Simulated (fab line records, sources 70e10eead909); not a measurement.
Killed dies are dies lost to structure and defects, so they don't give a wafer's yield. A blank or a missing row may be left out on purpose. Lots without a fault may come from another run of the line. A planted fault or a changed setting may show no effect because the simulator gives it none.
fab line records | flow nand_harc | part 2 of 2: steps 28 to 38 of 38
record lots=5 wafers=15 last_day=31
route steps=1302 shown P_GATE@151
lots that met no fault: from a run of the same line without faults
start_h: hours from the record's first day to the start of the lot's first wafer shown | wait_h: hours since the lot's step before | " the same as in the row above | L1.1+2: a row that stands for several wafers | - no value, or no start given | * or withheld: withheld | < > ~ a bound
route shown NAME@n: a module of which the file shows steps, and the number in the route of the first | usual: mean/standard deviation of fault-free wafers | same: alike in all rows | chamber/n: place in a boat | sites: the reading at each site | _std_site: their standard deviation | _edge_site: outer sites' mean less inner sites' | radius_mm: how far each site lies from the wafer's centre | mask NAME#n: copy n | behind: the tool/chamber that last shaped the wafer | hold: why the lot was held/for how many hours/how that ended | device: the transistor (n, p or np) that didn't switch | end of line: the same wafers' tests at the end of the route | a step without rows: its recipe alone | killed: dies lost to structure and defects at the first sort, not the wafer's yield | map: a wafer's dies, x killed, . not, _ none there
set.NAME: the setting as run; set.NAME@STEP: as run at that earlier step | model.NAME: the simulator's own value behind a step, which no gauge read
lots at some steps of the route; a table a step, a row a wafer
services: from which hour (start_h, from the record's first day; less than 0 if before it) a tool's chamber was out of use, for how many hours, and why
## steps
# step NHARC_P_GATE_HMDS_52
# recipe time_s=30
# usual chill_plate_temp_C=22.96/0.1
# columns lot.wafer tool chamber start_h wait_h chill_plate_temp_C
L082.1 litho_track-02 0 - - 22.97
L082.2 " 0 " " 22.90
L082.3 " 0 " " 22.98
L084.1 litho_track-03 0 - - 22.74
L084.4 " 0 " " 22.93
L084.5 " 0 " " 22.83
L085.1 litho_track-02 0 - - 22.84
L085.2 " 0 " " 22.87
L085.3 " 0 " " 22.97
L088.1 litho_track-03 0 - - 22.96
L088.3 " 0 " " 22.90
L088.6 " 0 " " 22.91
L092.1 litho_track-05 0 - - 22.92
L092.2 " 0 " " 22.98
L092.5 " 0 " " 23.01
# step NHARC_P_GATE_COAT_53
# recipe spin_rpm=3000
# usual chill_plate_temp_C=23.01/0.11
# columns lot.wafer tool chamber start_h wait_h chill_plate_temp_C
L082.1 litho_track-02 0 - - 23.05
L082.2 " 0 " " 23.08
L082.3 " 0 " " 22.94
L084.1 litho_track-03 0 - - 22.96
L084.4 " 0 " " 22.84
L084.5 " 0 " " 22.99
L085.1 litho_track-02 0 - - 22.99
L085.2 " 0 " " 22.94
L085.3 " 0 " " 22.88
L088.1 litho_track-03 0 - - 23.02
L088.3 " 0 " " 23.10
L088.6 " 0 " " 23.00
L092.1 litho_track-05 0 - - 23.12
L092.2 " 0 " " 23.15
L092.5 " 0 " " 22.97
# step NHARC_P_GATE_SOFTBAKE_54
# recipe temp_c=122 time_s=95
# usual chill_plate_temp_C=22.99/0.11
# columns lot.wafer tool chamber start_h wait_h chill_plate_temp_C
L082.1 litho_track-02 0 - - 22.94
L082.2 " 0 " " 22.90
L082.3 " 0 " " 22.87
L084.1 litho_track-03 0 - - 22.87
L084.4 " 0 " " 22.93
L084.5 " 0 " " 22.95
L085.1 litho_track-02 0 - - 22.88
L085.2 " 0 " " 23.07
L085.3 " 0 " " 23.09
L088.1 litho_track-03 0 - - 22.93
L088.3 " 0 " " 22.87
L088.6 " 0 " " 22.97
L092.1 litho_track-05 0 - - 23.13
L092.2 " 0 " " 23.13
L092.5 " 0 " " 23.22
# step NHARC_P_GATE_EBR_55
# usual chill_plate_temp_C=22.99/0.11
# columns lot.wafer tool chamber start_h wait_h chill_plate_temp_C
L082.1 litho_track-02 0 - - 22.90
L082.2 " 0 " " 23.01
L082.3 " 0 " " 23.10
L084.1 litho_track-03 0 - - 22.78
L084.4 " 0 " " 23.08
L084.5 " 0 " " 22.96
L085.1 litho_track-02 0 - - 22.98
L085.2 " 0 " " 22.95
L085.3 " 0 " " 23.05
L088.1 litho_track-03 0 - - 23.08
L088.3 " 0 " " 22.90
L088.6 " 0 " " 22.92
L092.1 litho_track-05 0 - - 22.87
L092.2 " 0 " " 22.96
L092.5 " 0 " " 23.03
# step NHARC_P_GATE_EXPOSE_56
# recipe na=0.6 target_cd_nm=720 dose_mj=14.81 mask_id=P_PSD
# columns lot.wafer tool chamber start_h wait_h mask
L082.1+2+3 krf_scanner-01 0 192.69 - P_PSD#0
L084.1+4+5 krf_scanner-01 0 214.09 - P_PSD#0
L085.1+2+3 krf_scanner-01 0 218.27 - P_PSD#0
L088.1+3+6 krf_scanner-01 0 254.31 - P_PSD#0
L092.1+2+5 krf_scanner-02 0 293.64 - P_PSD#0
# step NHARC_P_GATE_PEB_57
# recipe peb_temp_c=118 peb_time_s=85
# usual chill_plate_temp_C=23.01/0.1
# columns lot.wafer tool chamber start_h wait_h chill_plate_temp_C
L082.1 litho_track-05 0 192.76 0.1 22.99
L082.2 " 0 " " 22.98
L082.3 " 0 " " 23.01
L084.1 litho_track-02 0 214.16 0.1 23.07
L084.4 " 0 " " 23.08
L084.5 " 0 " " 23.08
L085.1 litho_track-05 0 218.34 0.1 22.96
L085.2 " 0 " " 23.01
L085.3 " 0 " " 23.04
L088.1 litho_track-02 0 254.38 0.1 22.97
L088.3 " 0 " " 23.02
L088.6 " 0 " " 23.08
L092.1 litho_track-05 0 293.71 0.1 23.10
L092.2 " 0 " " 22.86
L092.5 " 0 " " 23.12
# step NHARC_P_GATE_DEVELOP_58
# recipe time_s=70
# usual chill_plate_temp_C=22.97/0.12
# columns lot.wafer tool chamber start_h wait_h chill_plate_temp_C
L082.1 litho_track-05 0 - - 23.00
L082.2 " 0 " " 23.03
L082.3 " 0 " " 23.05
L084.1 litho_track-02 0 - - 23.00
L084.4 " 0 " " 22.93
L084.5 " 0 " " 22.85
L085.1 litho_track-05 0 - - 23.11
L085.2 " 0 " " 23.09
L085.3 " 0 " " 23.21
L088.1 litho_track-02 0 - - 23.05
L088.3 " 0 " " 22.80
L088.6 " 0 " " 22.74
L092.1 litho_track-05 0 - - 22.94
L092.2 " 0 " " 23.01
L092.5 " 0 " " 23.08
# step NHARC_P_GATE_CD_MEAS_59
# recipe target_cd_nm=720 landing_energy_ev=500
# usual cd_nm=720.0/1.6
# columns lot.wafer tool chamber start_h wait_h cd_nm
L082.1 cd_sem-01 0 192.85 - 717.8
L082.2 " 0 " " 718.6
L082.3 " 0 " " 717.2
L084.1 cd_sem-01 0 214.25 - 722.3
L084.4 " 0 " " 720.0
L084.5 " 0 " " 721.8
L085.1 cd_sem-03 0 218.43 - 718.8
L085.2 " 0 " " 719.5
L085.3 " 0 " " 717.9
L088.1 cd_sem-03 0 254.47 - 720.5
L088.3 " 0 " " 719.1
L088.6 " 0 " " 718.9
L092.1 cd_sem-03 0 293.80 - 721.0
L092.2 " 0 " " 720.3
L092.5 " 0 " " 721.2
# step NHARC_P_GATE_HARDBAKE_60
# recipe temp_c=125 time_s=80
# usual chill_plate_temp_C=23.01/0.095
# columns lot.wafer tool chamber start_h wait_h chill_plate_temp_C
L082.1 litho_track-02 0 192.93 - 22.99
L082.2 " 0 " " 22.83
L082.3 " 0 " " 22.92
L084.1 litho_track-03 0 214.33 - 23.00
L084.4 " 0 " " 22.99
L084.5 " 0 " " 23.11
L085.1 litho_track-03 0 218.51 - 22.90
L085.2 " 0 " " 22.86
L085.3 " 0 " " 22.99
L088.1 litho_track-03 0 254.55 - 22.97
L088.3 " 0 " " 23.10
L088.6 " 0 " " 23.07
L092.1 litho_track-02 0 293.88 - 22.87
L092.2 " 0 " " 22.91
L092.5 " 0 " " 22.78
# step NHARC_P_GATE_DESCUM_61
# recipe time_s=3 o2_flow_sccm=200 ar_flow_sccm=0 bias_power_w=0 chemistry=O2
# usual drypump_motor_current_A=5.6/0.51 oes_product_au=1.002/0.0094 rf_vpp_V=57.2/0.83 showerhead_plenum_p_Torr=1.81/0.036 throttle_valve_pct=11.312/0.0099
# same bias_power_w=0
# columns lot.wafer tool chamber start_h wait_h drypump_motor_current_A oes_product_au rf_hours_counter_h rf_vpp_V showerhead_plenum_p_Torr throttle_valve_pct
L082.3 rie_diel-05 1 193.01 - 6.4 1.010 8.2 57.1 1.84 11.314
L082.2 " 2 " " 5.2 1.019 8.6 57.9 1.80 11.320
L082.1 " 0 " " 5.3 0.999 8.6 57.4 1.79 11.286
L084.4 rie_diel-08 2 214.41 - 5.9 1.013 1.0 57.8 1.79 11.325
L084.1 " 1 " " 6.1 0.997 1.4 57.1 1.81 11.320
L084.5 " 2 " " 5.9 1.009 - 59.0 1.79 11.311
L085.2 rie_diel-05 0 218.59 - 5.3 1.007 9.0 57.3 1.79 11.317
L085.3 " 1 " " 6.5 1.025 8.6 56.6 1.84 11.311
L085.1 " 2 " " 5.2 1.015 9.0 55.6 1.80 11.313
L088.3 rie_diel-08 3 254.63 - 5.4 1.006 2.8 57.6 1.79 11.301
L088.1 " 2 " " 5.9 1.002 3.1 58.5 1.79 11.299
L088.6 " 0 " " 6.0 1.008 - 56.8 1.78 11.313
L092.1 rie_diel-08 1 293.98 - 6.1 0.994 5.3 58.3 1.81 11.306
L092.2 " 2 " " 5.9 1.008 4.7 56.5 1.79 11.325
L092.5 " 0 " " 6.0 0.995 - 57.4 1.78 11.289
# step NHARC_P_GATE_IMPLANT_62
# recipe energy_kev=20 dose_cm2=3e+15 tilt_deg=7
# usual dose_ions_cm2=3e+15/3.9e+12
# same implant_ion_amu=49
# columns lot.wafer tool chamber start_h wait_h dose_ions_cm2
L082.1 implanter-02 0 193.15 0.1 2.999e+15
L082.2 " 0 " " 3.001e+15
L082.3 " 0 " " 2.997e+15
L084.1 implanter-01 0 214.56 0.1 2.993e+15
L084.4 " 0 " " 3e+15
L084.5 " 0 " " 2.997e+15
L085.1 implanter-02 0 218.74 0.1 3.002e+15
L085.2 " 0 " " 3.01e+15
L085.3 " 0 " " 3.002e+15
L088.1 implanter-01 0 254.78 0.1 3e+15
L088.3 " 0 " " 2.996e+15
L088.6 " 0 " " 3.001e+15
L092.1 implanter-02 0 294.10 0.1 3e+15
L092.2 " 0 " " 3e+15
L092.5 " 0 " " 2.998e+15
## services
# columns tool chamber start_h hours kind
ald_sin-02 - 170.21 3.9 repair
plasma_asher-01 - 172.25 9.0 pm
ald_sin-03 - 172.89 10.0 pm
wet_bench-09 - 176.80 8.0 pm
rie_diel-05 3 181.98 7.8 repair
rie_diel-08 - 190.80 9.0 pm
krf_scanner-03 - 196.19 1.0 repair
ald_sin-02 - 204.08 2.6 repair
plasma_asher-02 - 209.43 2.7 repair
wet_bench-03 - 210.40 8.0 pm
krf_scanner-01 - 216.12 0.5 repair
rie_diel-05 3 219.98 10.7 repair
litho_track-02 - 227.00 7.0 pm
rie_diel-05 - 229.66 9.0 pm
krf_scanner-01 - 239.80 3.7 repair
rie_diel-05 2 246.64 15.6 repair
plasma_asher-02 - 249.00 9.0 pm
krf_scanner-02 - 257.71 25.7 repair
wet_bench-05 - 260.80 8.0 pm
rie_diel-08 2 267.90 7.1 repair
litho_track-03 - 275.00 7.0 pm
implanter-02 - 277.87 3.1 repair
rie_diel-05 0 278.54 11.5 repair
krf_scanner-02 - 291.60 0.1 repair
